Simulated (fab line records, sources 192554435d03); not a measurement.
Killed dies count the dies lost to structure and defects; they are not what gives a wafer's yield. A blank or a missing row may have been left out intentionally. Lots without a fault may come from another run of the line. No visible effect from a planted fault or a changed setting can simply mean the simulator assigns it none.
Split-lot experiment | flow n5Finfet | 21 wafers read from 7 lots, route of 1938 steps

## SPLIT DETAILS
At N5_BEOL_M1_COAT_62 (time 60 s, resist thk 12 nm), the setting spinRpm was moved away from the recipe's 1500 rpm on 7 of the 21 wafers read, by -5.5% to +11.2%. For the rest of the wafers, this setting stayed at what the recipe calls for.

## FROM THE SPLIT TO THE READING: what the file shows between them, 4 steps
- N5_BEOL_M1_COAT_73: time 60 s, resist thk 5 nm
- N5_BEOL_M1_COAT_05: resist thk 30 nm
- N5_BEOL_M1_DESCUM_16: chemistry O2, time 7 s
- N5_BEOL_M1_ETCH_74: etches underlayer in N2/H2, target depth 6.5 nm, time 5.2 s

## THE READING
etch.depthNm (the simulator's own value, which no gauge read), in nm, at N5_BEOL_M1_ETCH_63 (etches SiARC in CF4, target depth 15.6 nm, time 26 s). There is no usual value for it anywhere in the file. Across the 14 wafers here that went through the recipe, the average is 11.99 nm and the standard deviation 0.023 nm.

wafer  | tool, chamber at the split | spinRpm as run, rpm | against the recipe | etch.depthNm, nm | against lot-mates on the recipe
L074.1 | lithoTrack-01, 0           | 1500                | recipe             | 11.95            | -
L074.5 | lithoTrack-01, 0           | 1500                | recipe             | 11.97            | -
L074.6 | lithoTrack-01, 0           | 1500                | recipe             | 11.98            | -
L079.2 | lithoTrack-03, 0           | 1668                | +11.2%             | 11.35            | -0.64
L079.3 | lithoTrack-03, 0           | 1500                | recipe             | 11.96            | -
L079.5 | lithoTrack-03, 0           | 1500                | recipe             | 12.02            | -
L082.1 | lithoTrack-01, 0           | 1559                | +3.9%              | 11.76            | -0.22
L082.2 | lithoTrack-01, 0           | 1500                | recipe             | 11.98            | -
L082.3 | lithoTrack-01, 0           | 1500                | recipe             | 11.98            | -
L084.2 | lithoTrack-01, 0           | 1500                | recipe             | 12.03            | -
L084.3 | lithoTrack-01, 0           | 1500                | recipe             | 12               | -
L084.5 | lithoTrack-01, 0           | 1417                | -5.5%              | 12.36            | +0.34
L086.1 | lithoTrack-01, 0           | 1500                | recipe             | 11.99            | -
L086.2 | lithoTrack-01, 0           | 1573                | +4.9%              | 11.73            | -0.26
L086.6 | lithoTrack-01, 0           | 1573                | +4.9%              | 11.69            | -0.30
L091.1 | lithoTrack-01, 0           | 1500                | recipe             | 11.99            | -
L091.3 | lithoTrack-01, 0           | 1616                | +7.7%              | 11.58            | -0.41
L091.5 | lithoTrack-01, 0           | 1616                | +7.7%              | 11.57            | -0.42
L095.1 | lithoTrack-03, 0           | 1500                | recipe             | 12               | -
L095.2 | lithoTrack-03, 0           | 1500                | recipe             | 12               | -
L095.4 | lithoTrack-03, 0           | 1500                | recipe             | 12.03            | -

THE FIT
A straight line over all 21 wafers: etch.depthNm changes by -0.0576 nm for each +1% of spinRpm; r = -0.99; the points scatter about the line by 0.025 nm.
The same after taking each lot's own level away (the mean of its wafers on the recipe; 21 wafers): -0.0567 nm for each +1%; r = -1.00; scatter 0.018 nm.
According to that fit, moving spinRpm by its largest amount changes the reading by 0.64 nm.
From 11.967 to 12.015 nm: that is the span of the lots' own levels, equal to 2.1 times the standard deviation above.
Consequently the slope shifts little with the lot-to-lot level, the two slopes agreeing.
Check: -0.627 nm against its lot-mates is what the line predicts for one of the wafers moved furthest among these (+11.2%) when that wafer is left out of the fit. It came out at -0.64 nm against them.

## THESE WAFERS: OTHER SPLITS
Note: prior to the reading, these wafers also went through further splits. Each is held against what the fit with the lots' levels taken away leaves over:
other split on the same wafers  | wafers away from the commonest value | r with etch.depthNm (lot level and that fit taken away)
N5_BEOL_M0_SAQP_COAT_08 spinRpm | 7                                    | -0.35
N5_BEOL_M0_ETCH_128 sourceW     | 8                                    | +0.17
N5_BEOL_M1_HM_DEP_02 targetThkA | 6                                    | +0.27

## THE WHOLE CHAIN: every reading that the file lists as answering this split, in the file's order
step               | what it does                                         | reading                                                                         | change (the file's fit)                | r (the file's)
N5_BEOL_M1_COAT_62 | time 60 s, resist thk 12 nm                          | SiARC_of_BEOL_M1_COAT_62.thkNm (the simulator's own value, which no gauge read) | -0.056 nm for each +1% of the setting  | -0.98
N5_BEOL_M1_ETCH_63 | etches SiARC in CF4, target depth 15.6 nm, time 26 s | etch.depthNm (the simulator's own value, which no gauge read)                   | -0.0569 nm for each +1% of the setting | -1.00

## FILE'S OWN FIT
etch.depthNm changes by -0.0569 nm for each +1% of spinRpm, r = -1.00.
